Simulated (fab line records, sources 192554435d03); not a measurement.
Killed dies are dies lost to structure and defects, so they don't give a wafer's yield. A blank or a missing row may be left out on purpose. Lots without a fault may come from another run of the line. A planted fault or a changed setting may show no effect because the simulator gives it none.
Chamber matching | flow n5_finfet | N5_DUMMY_GATE_TRIM_49 on rie_si-02: 4 sister chambers
The step chemistry O2, time 29 s, target cd 14 nm. 7 wafers are shown with their chamber, then 8 later ones without.

WAFERS WITH THEIR CHAMBER
wafer  | chamber | drypump_motor_current_A (A) | throttle_valve_pct (%)
L075.5 | 0       | 5.5                         | 7.94
L076.6 | 1       | 5.3                         | 8.26
L078.2 | 0       | 5.6                         | 7.97
L087.1 | 3       | 6.6                         | 8.22
L087.3 | 2       | 6.0                         | 8.11
L087.5 | 3       | 6.6                         | 8.22
L088.1 | 2       | 6.0                         | 8.12

WAFERS WITHOUT THEIR CHAMBER
wafer  | drypump_motor_current_A (A) | throttle_valve_pct (%)
L088.4 | 5.5                         | 7.96
L088.5 | 6.6                         | 8.23
L092.1 | 5.5                         | 7.98
L092.2 | 5.3                         | 8.24
L092.3 | 6.6                         | 8.21
L096.3 | 6.6                         | 8.23
L096.5 | 6.6                         | 8.24
L096.6 | 5.5                         | 7.96

WHICH CHAMBER EACH WENT THROUGH
wafer  | from the rows above | in truth
L088.4 | 0                   | 0
L088.5 | 3                   | 3
L092.1 | 0                   | 0
L092.2 | 1                   | 1
L092.3 | 3                   | 3
L096.3 | 3                   | 3
L096.5 | 3                   | 3
L096.6 | 0                   | 0
Placed correctly: 8 of 8. Can't be placed from these rows: 0. Placed wrongly: 0.
How it was worked out, from the rows above alone: a wafer's distance from a chamber is the root of the sum, over the readings, of the square of ((its reading less the chamber's mean) divided by the reading's scatter). The wafer belongs to the nearest chamber; if the next one is less than 2 further off, it can't be placed. A chamber's mean is the mean of its shown wafers. The scatter: the root of (the sum of the squares of (reading less its chamber's mean) over the shown wafers, divided by (wafers less chambers)).
